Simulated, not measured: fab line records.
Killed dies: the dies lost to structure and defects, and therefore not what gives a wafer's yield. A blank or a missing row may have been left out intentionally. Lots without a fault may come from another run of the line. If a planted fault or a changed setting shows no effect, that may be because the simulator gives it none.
Lot-split experiment :: flow n5-finfet :: on a route of 1938 steps: 7 lots, 21 wafers read

## ON THE SPLIT
At N5_BEOL_M5_VIA_ETCH_34 (etches SiCOH lowk in C4F6/O2, target depth 88.3 nm, time 39.2 s), the setting source-w was moved away from the recipe's 345 W on 7 of the 21 wafers read, by -16.9% to +10.3%. This setting was run at the recipe's value on the other wafers.

The reading comes from the split's own step.

## THE READING
rf-vpp-V, in V, at N5_BEOL_M5_VIA_ETCH_34 (etches SiCOH lowk in C4F6/O2, target depth 88.3 nm, time 39.2 s). A value of 667 V with a standard deviation of 6.9 V is what fault-free wafers of this fab line usually give.

wafer: L074.2
tool, chamber at the split: rie-diel-04, 1
source-w as run, W: 345
against the recipe: recipe
rf-vpp-V, V: 660
against lot-mates on the recipe: -

wafer: L074.3
tool, chamber at the split: rie-diel-04, 2
source-w as run, W: 345
against the recipe: recipe
rf-vpp-V, V: 668
against lot-mates on the recipe: -

wafer: L074.4
tool, chamber at the split: rie-diel-04, 3
source-w as run, W: 377.6
against the recipe: +9.4%
rf-vpp-V, V: 640
against lot-mates on the recipe: -24

wafer: L076.1
tool, chamber at the split: rie-diel-05, 0
source-w as run, W: 286.6
against the recipe: -16.9%
rf-vpp-V, V: 737
against lot-mates on the recipe: +57

wafer: L076.2
tool, chamber at the split: rie-diel-05, 3
source-w as run, W: 286.6
against the recipe: -16.9%
rf-vpp-V, V: 733
against lot-mates on the recipe: +53

wafer: L076.4
tool, chamber at the split: rie-diel-05, 2
source-w as run, W: 345
against the recipe: recipe
rf-vpp-V, V: 680
against lot-mates on the recipe: -

wafer: L081.1
tool, chamber at the split: rie-diel-05, 0
source-w as run, W: 345
against the recipe: recipe
rf-vpp-V, V: 671
against lot-mates on the recipe: -

wafer: L081.2
tool, chamber at the split: rie-diel-05, 1
source-w as run, W: 345
against the recipe: recipe
rf-vpp-V, V: 652
against lot-mates on the recipe: -

wafer: L081.4
tool, chamber at the split: rie-diel-05, 2
source-w as run, W: 345
against the recipe: recipe
rf-vpp-V, V: 680
against lot-mates on the recipe: -

wafer: L083.3
tool, chamber at the split: rie-diel-04, 1
source-w as run, W: 345
against the recipe: recipe
rf-vpp-V, V: 661
against lot-mates on the recipe: -

wafer: L083.4
tool, chamber at the split: rie-diel-04, 3
source-w as run, W: 366.4
against the recipe: +6.2%
rf-vpp-V, V: 651
against lot-mates on the recipe: -10

wafer: L083.6
tool, chamber at the split: rie-diel-04, 1
source-w as run, W: 366.4
against the recipe: +6.2%
rf-vpp-V, V: 640
against lot-mates on the recipe: -21

wafer: L086.2
tool, chamber at the split: rie-diel-04, 3
source-w as run, W: 345
against the recipe: recipe
rf-vpp-V, V: 672
against lot-mates on the recipe: -

wafer: L086.4
tool, chamber at the split: rie-diel-04, 1
source-w as run, W: 345
against the recipe: recipe
rf-vpp-V, V: 661
against lot-mates on the recipe: -

wafer: L086.5
tool, chamber at the split: rie-diel-04, 3
source-w as run, W: 345
against the recipe: recipe
rf-vpp-V, V: 672
against lot-mates on the recipe: -

wafer: L088.1
tool, chamber at the split: rie-diel-04, 3
source-w as run, W: 319.2
against the recipe: -7.5%
rf-vpp-V, V: 699
against lot-mates on the recipe: +38

wafer: L088.3
tool, chamber at the split: rie-diel-04, 0
source-w as run, W: 345
against the recipe: recipe
rf-vpp-V, V: 662
against lot-mates on the recipe: -

wafer: L088.4
tool, chamber at the split: rie-diel-04, 1
source-w as run, W: 345
against the recipe: recipe
rf-vpp-V, V: 661
against lot-mates on the recipe: -

wafer: L090.2
tool, chamber at the split: rie-diel-05, 3
source-w as run, W: 345
against the recipe: recipe
rf-vpp-V, V: 665
against lot-mates on the recipe: -

wafer: L090.3
tool, chamber at the split: rie-diel-05, 2
source-w as run, W: 380.6
against the recipe: +10.3%
rf-vpp-V, V: 647
against lot-mates on the recipe: -25

wafer: L090.5
tool, chamber at the split: rie-diel-05, 2
source-w as run, W: 345
against the recipe: recipe
rf-vpp-V, V: 679
against lot-mates on the recipe: -

FIT RESULTS
A straight line over all 21 wafers: rf-vpp-V changes by -3.6 V for each +1% of source-w; r = -0.95; the points scatter about the line by 8.5 V.
The same after taking each lot's own level away (the mean of its wafers on the recipe; 21 wafers): -3.11 V for each +1%; r = -0.95; scatter 7 V.
That fit puts the effect of the largest move of source-w on the reading at 53 V.
Across the lots, their own levels run from 661.0 to 680.0 V, a range of 2.8 times the standard deviation given above.
In other words, the slope is changed by the lot-to-lot level; the two fits disagree.
Check: with one of the wafers moved furthest among these (-16.9%) left out of the fit, the line predicts +53.1 V for it against its lot-mates. Against them it came out at +57 V.
Tool readings at the split's step, against how far the setting was moved: rf-vpp-V r = -0.95.

## THESE WAFERS: OTHER SPLITS
These wafers also went through other splits before the reading. Each is held against what the fit with the lots' levels taken away leaves over:
other split on the same wafers: N5_BEOL_M3_ETCH_64 time-s
wafers away from the commonest value: 1
r with rf-vpp-V (lot level and that fit taken away): +0.06

other split on the same wafers: N5_BEOL_M4_COAT_62 spin-rpm
wafers away from the commonest value: 7
r with rf-vpp-V (lot level and that fit taken away): -0.10

other split on the same wafers: N5_BEOL_M4_DESCUM_16 time-s
wafers away from the commonest value: 5
r with rf-vpp-V (lot level and that fit taken away): +0.12

other split on the same wafers: N5_BEOL_M4_ETCH_70 bias-w
wafers away from the commonest value: 6
r with rf-vpp-V (lot level and that fit taken away): +0.11

other split on the same wafers: N5_BEOL_M4_TRENCH_ETCH_37 bias-w
wafers away from the commonest value: 10
r with rf-vpp-V (lot level and that fit taken away): +0.25

other split on the same wafers: N5_BEOL_M5_ETCH_68 bias-w
wafers away from the commonest value: 7
r with rf-vpp-V (lot level and that fit taken away): +0.16

## THE FILE'S OWN FIT
rf-vpp-V changes by -3.11 V for each +1% of source-w, r = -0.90.
